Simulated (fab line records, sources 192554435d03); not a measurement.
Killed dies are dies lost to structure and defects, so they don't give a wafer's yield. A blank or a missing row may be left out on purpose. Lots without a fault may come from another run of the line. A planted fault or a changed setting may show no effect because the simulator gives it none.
fab line records | flow n5_finfet
record lots=7 wafers=21
route steps=1938 shown MOL_CONTACT_COAG@586 BEOL_M0@715 BEOL_M1@792 BEOL_M3@977 BEOL_M4@1059 BEOL_M5@1119 BEOL_M6@1198
start_h: hours from the record's first day to the start of the lot's first wafer shown | wait_h: hours since the lot's step before | " the same as in the row above | L1.1+2: a row that stands for several wafers | - no value, or no start given | * or withheld: withheld | < > ~ a bound
route shown NAME@n: a module of which the file shows steps, and the number in the route of the first | usual: mean/standard deviation of fault-free wafers | same: alike in all rows | chamber/n: place in a boat | sites: the reading at each site | _std_site: their standard deviation | _edge_site: outer sites' mean less inner sites' | radius_mm: how far each site lies from the wafer's centre | mask NAME#n: copy n | behind: the tool/chamber that last shaped the wafer | hold: why the lot was held/for how many hours/how that ended | device: the transistor (n, p or np) that didn't switch | end of line: the same wafers' tests at the end of the route | a step without rows: its recipe alone | killed: dies lost to structure and defects at the first sort, not the wafer's yield | map: a wafer's dies, x killed, . not, _ none there
set.NAME: the setting as run; set.NAME@STEP: as run at that earlier step | model.NAME: the simulator's own value behind a step, which no gauge read
lots whose settings were changed on purpose; a table a step, a row a wafer
## steps
# step N5_MOL_CONTACT_COAG_VIA_ETCH_46
# recipe chemistry=C4F6/O2 target_depth_a=460 overetch_a=92 mask_material=SOC target=SiO2 bias_w=455 pressure_mtorr=10 time_s=40 source_w=325 Ar_flow_sccm=300 C4F6_flow_sccm=10 O2_flow_sccm=10 ion_energy_ev=575.3 ends=end_point
# usual rf_vpp_V=1567/30
# columns lot.wafer tool chamber start_h wait_h set.bias_w rf_vpp_V
L078.1 rie_diel-03 2 124.44 0.0 482.4 1683
L078.2 " 0 " " 455 1536
L078.3 " 3 " " 482.4 1633
L081.1 rie_diel-01 0 143.35 0.0 455 1599
L081.3 " 1 " " 455 1553
L081.6 " 1 " " 455 1552
L089.3 rie_diel-03 2 193.13 0.0 455 1609
L089.5 " 3 " " 392.2 1399
L089.6 " 0 " " 392.2 1374
L090.1 rie_diel-01 2 193.97 0.0 455 1547
L090.5 " 1 " " 455 1552
L090.6 " 0 " " 455 1598
L094.1 rie_diel-04 1 219.38 0.0 455 1580
L094.2 " 2 " " 455 1584
L094.5 " 2 " " 455 1583
L096.1 rie_diel-04 1 231.87 0.0 455 1582
L096.2 " 0 " " 455 1595
L096.4 " 0 " " 508.7 1732
L097.1 rie_diel-01 0 239.27 0.0 426.5 1523
L097.2 " 2 " " 455 1548
L097.3 " 3 " " 455 1573
# step N5_BEOL_M0_ETCH_138
# recipe chemistry=CH3F/O2 target_depth_a=120 target=SiCN time_s=31.6 ion_energy_ev=120 pressure_mtorr=30 source_w=395 bias_w=75 Ar_flow_sccm=150 CH3F_flow_sccm=30 O2_flow_sccm=20 ends=cleared
# usual rf_vpp_V=297.3/1.3
# columns lot.wafer tool chamber start_h wait_h set.source_w rf_vpp_V
L078.1 rie_diel-04 0 137.92 0.0 395 296.5
L078.2 " 2 " " 453.5 282.6
L078.3 " 1 " " 453.5 283.9
L081.1 rie_diel-01 2 157.21 0.0 333.4 314.0
L081.3 " 0 " " 333.4 312.1
L081.6 " 1 " " 395 299.1
L089.3 rie_diel-03 0 207.46 0.0 343 309.9
L089.5 " 2 " " 395 300.4
L089.6 " 1 " " 343 312.0
L090.1 rie_diel-01 1 210.26 0.0 395 298.9
L090.5 " 0 " " 395 295.1
L090.6 " 1 " " 395 297.6
L094.1 rie_diel-03 0 236.61 0.0 395 296.0
L094.2 " 2 " " 416.5 292.5
L094.5 " 1 " " 395 298.5
L096.1 rie_diel-01 1 245.90 0.0 336.8 313.0
L096.2 " 0 " " 336.8 311.4
L096.4 " 2 " " 336.8 312.5
L097.1 rie_diel-01 3 253.85 0.0 395 298.1
L097.2 " 2 " " 356.2 306.5
L097.3 " 1 " " 395 298.1
# step N5_BEOL_M0_TRENCH_ETCH_107
# recipe chemistry=C4F6/O2 target_depth_a=328 target=SiOC time_s=16.4 ion_energy_ev=250 pressure_mtorr=30 source_w=355 bias_w=185 Ar_flow_sccm=300 C4F6_flow_sccm=10 O2_flow_sccm=10
# columns lot.wafer tool chamber start_h wait_h set.target_depth_a model.BEOL_M0.feature_depth_nm
L078.1 rie_diel-04 3 140.38 0.0 328 31.6
L078.2 " 1 " " 328 33.8
L078.3 " 2 " " 366.2 37.8
L081.1 rie_diel-03 3 165.72 0.0 328 32.6
L081.3+6 " 1 " " 328 33.4
L089.3 rie_diel-04 0 208.20 0.0 328 33
L089.5 " 0 " " 328 32.6
L089.6 " 1 " " 328 33.4
L090.1 rie_diel-01 2 212.12 0.0 328 32.2
L090.5+6 " 0,1 " " 328 33.4
L094.1 rie_diel-01 0 237.84 0.0 328 32.8
L094.2 " 3 " " 328 32.2
L094.5 " 1 " " 328 33.2
L096.1 rie_diel-03 2 247.85 0.0 289 29
L096.2 " 0 " " 289 28.6
L096.4 " 0 " " 328 32.2
L097.1 rie_diel-01 2 255.37 0.0 367.5 36.2
L097.2 " 3 " " 328 32.4
L097.3 " 1 " " 367.5 37.2
# step N5_BEOL_M0_STRIP_142
# recipe chemistry=N2/H2 time_s=10 power_w=450 temp_c=40 pressure_mtorr=20 rf_frequency_hz=6e+07 bias_power_w=7 n2_flow_sccm=200 h2_flow_sccm=200
# step N5_BEOL_M0_OCD_MEAS_108
# usual trench_depth_nm=32.9/0.74
# columns lot.wafer tool chamber start_h wait_h set.target_depth_a@BEOL_M0_TRENCH_ETCH_107 trench_depth_nm
L078.1 ocd-02 - 140.48 0.1 328 31.9
L078.2 " - " " 328 33.7
L078.3 " - " " 366.2 37.5
L081.1 ocd-01 - 165.82 0.1 328 32.2
L081.3 " - " " 328 34.0
L081.6 " - " " 328 32.8
L089.3 ocd-01 - 208.30 0.1 328 32.8
L089.5 " - " " 328 32.5
L089.6 " - " " 328 33.3
L090.1 ocd-02 - 212.23 0.1 328 32.2
L090.5 " - " " 328 33.5
L090.6 " - " " 328 33.2
L094.1 ocd-02 - 237.94 0.1 328 32.7
L094.2 " - " " 328 32.1
L094.5 " - " " 328 33.8
L096.1 ocd-02 - 247.95 0.1 289 28.5
L096.2 " - " " 289 28.5
L096.4 " - " " 328 31.7
L097.1 ocd-02 - 255.48 0.1 367.5 36.4
L097.2 " - " " 328 31.9
L097.3 " - " " 367.5 36.5
# step N5_BEOL_M1_ALD_98
# recipe material=SiO2 target_thk_a=25 temp_c=100 ald_precursor_family=BDEAS ald_co_reactant=O2-plasma pulse_time_s=1 co_reactant_pulse_time_s=1 purge_time_s=2 co_reactant_purge_time_s=2 ald_cycles=17 pressure_torr=2
# columns lot.wafer tool chamber start_h wait_h set.ald_cycles model.SiO2_of_BEOL_M1_ALD_98.thk_nm
L078.1 ald_sin-04 0 146.34 0.1 16 2.4
L078.2+3 " 2,1 " " 17 2.4
L081.1+6 ald_sin-01 3 172.84 0.1 17 2.6
L081.3 " 2 " " 19 2.8
L089.3+5+6 ald_sin-01 0,0,3 214.00 0.1 15 2.2
L090.1+5+6 ald_sin-04 1,2,1 226.14 0.1 17 2.4
L094.1 ald_sin-03 1 245.75 0.4 19 2.8
L094.2+5 " 0,2 " " 17 2.4
L096.1+2 ald_sin-03 3,1 254.53 0.3 17 2.6
L096.4 " 2 " " 15 2.2
L097.1+3 ald_sin-01 1,2 264.69 0.1 18 2.6
L097.2 " 0 " " 17 2.6
# step N5_BEOL_M3_VIA_ETCH_34
# recipe chemistry=C4F6/O2 target_depth_a=694 mask_material=SOC pressure_mtorr=15 ion_energy_ev=250 taper_deg=4 time_s=65.9 source_w=350 bias_w=170 Ar_flow_sccm=300 C4F6_flow_sccm=10 O2_flow_sccm=10
# columns lot.wafer tool chamber start_h wait_h set.time_s model.etch.depth_nm model.SOC_of_BEOL_M3_COAT_67.thk_nm
L078.1 rie_diel-06 3 180.03 0.0 65.9 69.71 51.4
L078.2 " 0 " " 65.9 66.67 51.6
L078.3 " 1 " " 80.64 82.75 49.8
L081.1 rie_diel-02 1 207.99 0.0 75.85 81.05 50
L081.3 " 2 " " 65.9 68.99 51.8
L081.6 " 3 " " 75.85 81.73 50.2
L089.3 rie_diel-02 1 247.20 0.0 76.45 82.48 50.6
L089.5 " 1 " " 65.9 70.28 52
L089.6 " 0 " " 76.45 79.96 51
L090.1 rie_diel-06 1 247.20 0.0 65.9 68.57 52.2
L090.5 " 1 " " 65.9 68.67 52.2
L090.6 " 2 " " 65.9 68.58 52.2
L094.1 rie_diel-02 1 280.15 0.0 75.37 79.96 50.6
L094.2 " 3 " " 75.37 81.16 50.8
L094.5 " 1 " " 65.9 69.68 51.8
L096.1 rie_diel-02 1 286.88 0.0 65.9 70.43 51.8
L096.2 " 3 " " 78.23 84.86 50
L096.4 " 1 " " 65.9 70.68 51.4
L097.1 rie_diel-06 0 300.75 0.0 65.9 66.7 52.2
L097.2 " 3 " " 65.9 69.73 52.2
L097.3 " 2 " " 65.9 67.27 52.4
# step N5_BEOL_M4_DESCUM_33
# recipe chemistry=O2 time_s=7 source_power_w=50 bias_power_w=20 pressure_mtorr=20 rf_frequency_hz=2.712e+07 temp_c=40 resist=CAR-EUV o2_flow_sccm=225
# columns lot.wafer tool chamber start_h wait_h set.time_s model.CAR-EUV_of_BEOL_M4_COAT_22.thk_nm
L078.1+3 rie_diel-03 0,1 187.64 0.1 6.044 26.4
L078.2 " 3 " " 7 26
L081.1 rie_diel-03 3 216.37 0.0 5.509 26.8
L081.3 " 0 " " 7 26
L081.6 " 1 " " 5.509 26.6
L089.3+5+6 rie_diel-04 3,2,1 253.21 0.0 5.915 26.6
L090.1+5 rie_diel-04 3 253.71 0.0 7 26.2
L090.6 " 1 " " 7 26
L094.1+2 rie_diel-04 2,0 291.75 0.4 5.803 26.6
L094.5 " 0 " " 7 26
L096.1 rie_diel-04 0 293.85 0.3 7 26
L096.2 " 2 " " 8.239 25.6
L096.4 " 1 " " 7 26.2
L097.1+2+3 rie_diel-04 2,0,1 309.85 0.1 7 26
# step N5_BEOL_M4_ETCH_77
# recipe chemistry=N2/H2 target=underlayer target_depth_a=65 mask_material=CAR-EUV time_s=5.2 ion_energy_ev=200 pressure_mtorr=30 source_w=840 bias_w=150 n2_flow_sccm=200 h2_flow_sccm=200 ends=cleared
# columns lot.wafer tool chamber start_h wait_h set.time_s@BEOL_M4_DESCUM_33 model.CAR-EUV_of_BEOL_M4_COAT_22.thk_nm
L078.1+3 rie_diel-03 0,1 187.67 0.0 6.044 20.6
L078.2 " 3 " " 7 20.2
L081.1 rie_diel-03 3 216.40 0.0 5.509 21
L081.3 " 0 " " 7 20.2
L081.6 " 1 " " 5.509 20.8
L089.3+5+6 rie_diel-04 3,2,1 253.25 0.0 5.915 20.8
L090.1+5 rie_diel-04 3 253.74 0.0 7 20.4
L090.6 " 1 " " 7 20.2
L094.1+2 rie_diel-04 2,0 291.78 0.0 5.803 21
L094.5 " 0 " " 7 20.2
L096.1+4 rie_diel-04 0,1 293.89 0.0 7 20.4
L096.2 " 2 " " 8.239 19.8
L097.1 rie_diel-04 2 309.88 0.0 7 20.2
L097.2+3 " 0,1 " " 7 20.4
# step N5_BEOL_M4_VIA_ETCH_34
# recipe chemistry=C4F6/O2 target_depth_a=694 mask_material=SOC pressure_mtorr=15 ion_energy_ev=250 taper_deg=4 time_s=65.9 source_w=350 bias_w=170 Ar_flow_sccm=300 C4F6_flow_sccm=10 O2_flow_sccm=10
# usual rf_vpp_V=655/13
# columns lot.wafer tool chamber start_h wait_h set.source_w rf_vpp_V
L078.1 rie_diel-04 0 194.83 0.0 350 669
L078.2 " 3 " " 350 645
L078.3 " 1 " " 350 663
L081.1 rie_diel-03 2 221.11 0.0 350 676
L081.3 " 3 " " 350 656
L081.6 " 0 " " 395.9 605
L089.3 rie_diel-04 2 258.97 0.0 296.5 720
L089.5 " 1 " " 350 664
L089.6 " 2 " " 296.5 721
L090.1 rie_diel-01 0 259.00 0.0 350 670
L090.5 " 3 " " 350 658
L090.6 " 2 " " 350 649
L094.1 rie_diel-03 3 293.15 0.0 296.2 710
L094.2 " 1 " " 350 626
L094.5 " 1 " " 296.2 680
L096.1 rie_diel-01 3 294.31 0.0 396.2 619
L096.2 " 2 " " 396.2 611
L096.4 " 1 " " 350 652
L097.1 rie_diel-04 1 310.58 0.0 333 680
L097.2 " 0 " " 350 668
L097.3 " 2 " " 350 665
# step N5_BEOL_M5_COAT_71
# recipe resist=underlayer temp_c=205 time_s=60 spin_rpm=1500 resist_thk_nm=5
# columns lot.wafer tool chamber start_h wait_h set.spin_rpm
L078.1 litho_track-04 0 - - 1500
L078.2+3 " 0 " " 1558
L081.1 litho_track-05 0 - - 1500
L081.3+6 " 0 " " 1442
L089.3+5+6 litho_track-02 0 - - 1500
L090.1+5+6 litho_track-05 0 - - 1500
L094.1+2+5 litho_track-02 0 - - 1500
L096.1+2 litho_track-02 0 - - 1342
L096.4 " 0 " " 1500
L097.1 litho_track-04 0 - - 1578
L097.2+3 " 0 " " 1500
# step N5_BEOL_M5_COAT_05
# recipe resist=CAR-EUV spin_rpm=1500 resist_thk_nm=30
# step N5_BEOL_M5_EBR_07
# recipe solvent=PGMEA ebr_width_mm=1.5
# step N5_BEOL_M5_DESCUM_16
# recipe chemistry=O2 time_s=7 source_power_w=50 bias_power_w=20 pressure_mtorr=20 rf_frequency_hz=2.712e+07 temp_c=40 resist=CAR-EUV o2_flow_sccm=225
# step N5_BEOL_M5_ETCH_72
# recipe chemistry=N2/H2 target=underlayer target_depth_a=65 mask_material=CAR-EUV time_s=5.2 ion_energy_ev=200 pressure_mtorr=30 source_w=840 bias_w=150 n2_flow_sccm=200 h2_flow_sccm=200 ends=cleared
# columns lot.wafer tool chamber start_h wait_h set.spin_rpm@BEOL_M5_COAT_71 model.etch.depth_nm
L078.1 rie_diel-06 3 201.95 0.0 1500 4.986
L078.2 " 2 " " 1558 4.895
L078.3 " 1 " " 1558 4.879
L081.1 rie_diel-05 1 228.27 0.0 1500 5.019
L081.3 " 2 " " 1442 5.121
L081.6 " 1 " " 1442 5.113
L089.3 rie_diel-05 2 269.16 0.0 1500 4.988
L089.5 " 2 " " 1500 5
L089.6 " 3 " " 1500 5.005
L090.1 rie_diel-05 3 269.42 0.0 1500 5.018
L090.5 " 2 " " 1500 5.005
L090.6 " 3 " " 1500 5.004
L094.1 rie_diel-02 1 300.74 0.0 1500 4.995
L094.2 " 0 " " 1500 4.989
L094.5 " 1 " " 1500 5.003
L096.1 rie_diel-02 0 301.59 0.0 1342 5.274
L096.2 " 1 " " 1342 5.276
L096.4 " 0 " " 1500 4.993
L097.1 rie_diel-05 2 318.03 0.0 1578 4.864
L097.2 " 0 " " 1500 4.986
L097.3 " 1 " " 1500 4.992
# step N5_BEOL_M6_HM_DEP_02
# recipe material=TiN target_thk_a=200 temp_c=25 chamber_pressure_pa=0.49996
# columns lot.wafer tool chamber start_h wait_h set.target_thk_a model.TiN_of_BEOL_M6_HM_DEP_02.thk_nm
L078.1 pvd_sputter-02 - 212.16 0.4 200 20
L078.2 " - " " 200 20.2
L078.3 " - " " 200 20.6
L081.1 pvd_sputter-03 - 239.88 0.3 200 20
L081.3 " - " " 178.8 17.6
L081.6 " - " " 200 20.2
L089.3 pvd_sputter-02 - 280.52 1.1 189.9 19.2
L089.5 " - " " 189.9 18.8
L089.6 " - " " 200 19.8
L090.1 pvd_sputter-01 - 280.61 0.3 200 20.4
L090.5+6 " - " " 200 20.2
L094.1 pvd_sputter-02 - 313.64 1.9 186.7 19.2
L094.2 " - " " 186.7 18.8
L094.5 " - " " 200 20.2
L096.1 pvd_sputter-02 - 314.24 0.5 200 20
L096.2 " - " " 223 22.6
L096.4 " - " " 200 20.6
L097.1+2 pvd_sputter-03 - 328.78 0.1 200 20.6
L097.3 " - " " 200 20.8
# step N5_BEOL_M6_COAT_59
# recipe resist=SOC temp_c=250 time_s=60 spin_rpm=1500 resist_thk_nm=100
# step N5_BEOL_M6_COAT_60
# recipe resist=SiARC temp_c=220 time_s=60 spin_rpm=1500 resist_thk_nm=35
# step N5_BEOL_M6_STRIP_68
# recipe chemistry=N2/H2 temp_c=40 n2_flow_sccm=200 h2_flow_sccm=200 rf_frequency_hz=6e+07
# step N5_BEOL_M6_STRIP_67
# recipe chemistry=CF4 resist=SiARC power_w=300 bias_power_w=75 pressure_mtorr=50 cf4_flow_sccm=150 rf_frequency_hz=6e+07
# step N5_BEOL_M6_HM_OPEN_17
# recipe chemistry=Cl2/BCl3 target_depth_a=200 overetch_a=60 target=TiN mask_material=SOC ion_energy_ev=150 pressure_mtorr=10 icp_w=1000 bias_w=126 Cl2_flow_sccm=53.25 bcl3_flow_sccm=21.75 Ar_flow_sccm=25
# columns lot.wafer tool chamber start_h wait_h set.target_thk_a@BEOL_M6_HM_DEP_02 model.etch.depth_nm
L078.1 rie_metal-01 0 213.02 0.0 200 19.91
L078.2 " 1 " " 200 20.11
L078.3 " 0 " " 200 20.6
L081.1 rie_metal-03 0 240.75 0.0 200 20.06
L081.3 " 0 " " 178.8 17.68
L081.6 " 1 " " 200 20.26
L089.3 rie_metal-03 1 281.40 0.1 189.9 19.22
L089.5 " 0 " " 189.9 18.82
L089.6 " 1 " " 200 19.73
L090.1 rie_metal-02 1 281.74 0.0 200 20.43
L090.5 " 0 " " 200 20.18
L090.6 " 1 " " 200 20.12
L094.1 rie_metal-02 1 314.53 0.0 186.7 19.12
L094.2 " 0 " " 186.7 18.88
L094.5 " 0 " " 200 20.13
L096.1 rie_metal-02 0 315.08 0.0 200 20.04
L096.2 " 1 " " 223 22.61
L096.4 " 0 " " 200 20.53
L097.1 rie_metal-02 1 329.65 0.0 200 20.61
L097.2 " 0 " " 200 20.53
L097.3 " 0 " " 200 20.75
## key
split step=N5_MOL_CONTACT_COAG_VIA_ETCH_46 setting=bias_w stated=455 by=wafer
response step=N5_MOL_CONTACT_COAG_VIA_ETCH_46 reading=rf_vpp_V change=+14.2 per=1% r=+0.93
split step=N5_BEOL_M0_ETCH_138 setting=source_w stated=395 by=wafer
response step=N5_BEOL_M0_ETCH_138 reading=rf_vpp_V change=-0.868 per=1% r=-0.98
split step=N5_BEOL_M0_TRENCH_ETCH_107 setting=target_depth_a stated=328 by=wafer
response step=N5_BEOL_M0_TRENCH_ETCH_107 reading=model.BEOL_M0.feature_depth_nm change=+0.359 per=1% r=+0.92
response step=N5_BEOL_M0_OCD_MEAS_108 reading=trench_depth_nm change=+0.35 per=1% r=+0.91
split step=N5_BEOL_M1_ALD_98 setting=ald_cycles stated=17 by=wafer
response step=N5_BEOL_M1_ALD_98 reading=model.SiO2_of_BEOL_M1_ALD_98.thk_nm change=+0.0243 per=1% r=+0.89
split step=N5_BEOL_M3_VIA_ETCH_34 setting=time_s stated=65.9 by=wafer
response step=N5_BEOL_M3_VIA_ETCH_34 reading=model.etch.depth_nm change=+0.722 per=1% r=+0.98
response step=N5_BEOL_M3_VIA_ETCH_34 reading=model.SOC_of_BEOL_M3_COAT_67.thk_nm change=-0.0835 per=1% r=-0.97
split step=N5_BEOL_M4_DESCUM_33 setting=time_s stated=7 by=wafer
response step=N5_BEOL_M4_DESCUM_33 reading=model.CAR-EUV_of_BEOL_M4_COAT_22.thk_nm change=-0.0317 per=1% r=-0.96
response step=N5_BEOL_M4_ETCH_77 reading=model.CAR-EUV_of_BEOL_M4_COAT_22.thk_nm change=-0.0359 per=1% r=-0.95
split step=N5_BEOL_M4_VIA_ETCH_34 setting=source_w stated=350 by=wafer
response step=N5_BEOL_M4_VIA_ETCH_34 reading=rf_vpp_V change=-3.9 per=1% r=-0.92
split step=N5_BEOL_M5_COAT_71 setting=spin_rpm stated=1500 by=wafer
response step=N5_BEOL_M5_ETCH_72 reading=model.etch.depth_nm change=-0.0261 per=1% r=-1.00
split step=N5_BEOL_M6_HM_DEP_02 setting=target_thk_a stated=200 by=wafer
response step=N5_BEOL_M6_HM_DEP_02 reading=model.TiN_of_BEOL_M6_HM_DEP_02.thk_nm change=+0.207 per=1% r=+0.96
response step=N5_BEOL_M6_HM_OPEN_17 reading=model.etch.depth_nm change=+0.204 per=1% r=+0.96
